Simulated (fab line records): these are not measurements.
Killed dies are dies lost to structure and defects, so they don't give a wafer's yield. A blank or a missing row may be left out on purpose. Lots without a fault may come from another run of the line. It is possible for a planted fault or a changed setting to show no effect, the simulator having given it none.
One fault through the eyes of 2 desks :: flow n5-finfet :: each desk holds nothing but its own numbers, with what lay behind them at the end
Where a reading is given only as a bound, like >300, the bound stands for it, and a mean or a difference that rests on one is marked > or <: the true number lies beyond.

THE DEFECT DESK
Per lot, the means of the sampled wafers with a number show what the inspections along the route counted. If a lot's mean is further than 4 standard deviations from the usual mean, the lot is out of limits and carries the mark OUT (the distance appears in the brackets).
Columns: A = raw-defect-count at N5_DUMMY_GATE_INSPECT_17, usual 211; B = raw-defect-count at N5_DUMMY_GATE_INSPECT_27, usual 323; C = raw-defect-count at N5_SPACER0_INSPECT_04, usual 146; D = raw-defect-count at N5_SD_EPI_N_INSPECT_11, usual 2.2
lot: L451
first seen here: day 3 18:19
A: 273
B: 419
C: 173
D: 2.0

lot: L452
first seen here: day 3 22:27
A: 233
B: 363
C: 157
D: 3.0

lot: L455
first seen here: day 4 16:58
A: 196
B: 293
C: 134
D: 1.7

lot: L457
first seen here: day 5 05:22
A: 272
B: 417
C: 187
D: 2.7

lot: L458
first seen here: day 5 13:08
A: 188
B: 287
C: 139
D: 2.3

lot: L461
first seen here: day 6 05:51
A: 181
B: 306
C: 133
D: 2.7

lot: L463
first seen here: day 6 15:57
A: 553 (+5.7) OUT
B: 656
C: 499 (+9.8) OUT
D: >202 (+99 or more) OUT

lot: L471
first seen here: day 8 16:51
A: 232
B: 322
C: 140
D: 2.3
Finding of this desk: L463 out of limits; the first was L463 at day 6 15:57, on raw-defect-count at N5_DUMMY_GATE_INSPECT_17. L451, L452, L455, L457, L458, L461, L471: within limits.

AT THE METROLOGY DESK
Means of the sampled wafers that have a number, per lot and without regard to the tool the lot ran on: this is what the gauges read. If a lot's mean is further than 4 standard deviations from the usual mean, the lot is out of limits and carries the mark OUT (the distance appears in the brackets). Shown here are 7 of its 11 readings, the ones lying furthest out on some lot.
Columns: A = cd-nm at N5_DUMMY_GATE_CD_MEAS_15, usual 25.09 nm; B = DIBL_P at N5_BEOL_M4_RC_MEAS_101, usual 35.8 mV/V; C = IOFF_N at N5_BEOL_M4_RC_MEAS_101, usual 0.15 nA/um; D = IOFF_P at N5_BEOL_M4_RC_MEAS_101, usual 0.21 nA/um; E = ION_P at N5_BEOL_M4_RC_MEAS_101, usual 462 uA/um; F = SS_N at N5_BEOL_M4_RC_MEAS_101, usual 71.5 mV/dec; G = VT_P at N5_BEOL_M4_RC_MEAS_101, usual -250 mV
lot: L451
first seen here: day 3 18:14
A: 25.00
B: 35.4
C: 0.14
D: 0.19
E: 458
F: 71.4
G: -251

lot: L452
first seen here: day 3 22:21
A: 25.00
B: 35.2
C: 0.15
D: 0.21
E: 460
F: 71.9
G: -250

lot: L455
first seen here: day 4 16:52
A: 25.29
B: 35.4
C: 0.15
D: 0.20
E: 459
F: 70.7
G: -251

lot: L457
first seen here: day 5 05:16
A: 25.11
B: 36.3
C: 0.15
D: 0.22
E: 458
F: 72.4
G: -250

lot: L458
first seen here: day 5 13:03
A: 25.07
B: 35.4
C: 0.13
D: 0.17
E: 457
F: 71.1
G: -254

lot: L461
first seen here: day 6 05:45
A: 24.81
B: 36.5
C: 0.15
D: 0.22
E: 465
F: 71.5
G: -246

lot: L463
first seen here: day 6 15:51
A: 25.02
B: 39.2
C: 0.21
D: 0.26
E: 468
F: 72.3
G: -245

lot: L471
first seen here: day 8 16:46
A: 25.03
B: 35.0
C: 0.15
D: 0.22
E: 474
F: 71.1
G: -248
This desk's finding: nothing out of limits on any of the 8 lots.

ALL TOGETHER
The defect desk could have raised an alarm at day 6 15:57, on L463.
The metrology desk saw nothing out of limits.
The metrology desk holds a record of L463, inside its limits.
Every lot named ran N5_DUMMY_GATE_PECVD_30 on pecvd-02.

WHAT THE SIMULATOR HAD PUT IN
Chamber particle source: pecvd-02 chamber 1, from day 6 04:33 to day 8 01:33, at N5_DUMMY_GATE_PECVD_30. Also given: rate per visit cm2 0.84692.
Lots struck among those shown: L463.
Hours from the fault's start to each desk's first reading out of limits: the defect desk, 11.
